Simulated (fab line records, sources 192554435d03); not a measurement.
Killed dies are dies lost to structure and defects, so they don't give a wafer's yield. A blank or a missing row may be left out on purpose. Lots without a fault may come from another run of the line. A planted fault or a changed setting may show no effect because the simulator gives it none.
Chamber matching | flow n5_finfet | N5_FIN_CUT_CUT_ETCH_27 on rie_diel-02: 4 sister chambers
The step etches SiO2 in CHF3/O2, target depth 4 nm, overetch 2 nm, time 4.9 s. 8 wafers are shown with their chamber, then 7 later ones without.

WAFERS WITH THEIR CHAMBER
wafer  | chamber | drypump_motor_current_A (A) | rf_vpp_V (V)
L079.5 | 3       | 6.3                         | 506
L081.4 | 1       | 5.7                         | 529
L081.6 | 0       | 5.5                         | 530
L086.1 | 2       | 6.2                         | 527
L086.4 | 3       | 6.3                         | 515
L086.5 | 2       | 6.1                         | 526
L090.1 | 0       | 5.5                         | 529
L090.3 | 1       | 5.7                         | 529

WAFERS WITHOUT THEIR CHAMBER
wafer  | drypump_motor_current_A (A) | rf_vpp_V (V)
L090.6 | 5.7                         | 530
L092.2 | 6.2                         | 527
L092.3 | 5.7                         | 529
L092.6 | 5.5                         | 529
L093.1 | 5.5                         | 530
L093.3 | 6.2                         | 525
L093.5 | 6.2                         | 526

WHICH CHAMBER EACH WENT THROUGH
wafer  | from the rows above | in truth
L090.6 | 1                   | 1
L092.2 | 2                   | 2
L092.3 | 1                   | 1
L092.6 | 0                   | 0
L093.1 | 0                   | 0
L093.3 | 2                   | 2
L093.5 | 2                   | 2
Placed correctly: 7 of 7. Can't be placed from these rows: 0. Placed wrongly: 0.
How it was worked out, from the rows above alone: a wafer's distance from a chamber is the root of the sum, over the readings, of the square of ((its reading less the chamber's mean) divided by the reading's scatter). The wafer belongs to the nearest chamber; if the next one is less than 2 further off, it can't be placed. A chamber's mean is the mean of its shown wafers. The scatter: the root of (the sum of the squares of (reading less its chamber's mean) over the shown wafers, divided by (wafers less chambers)).
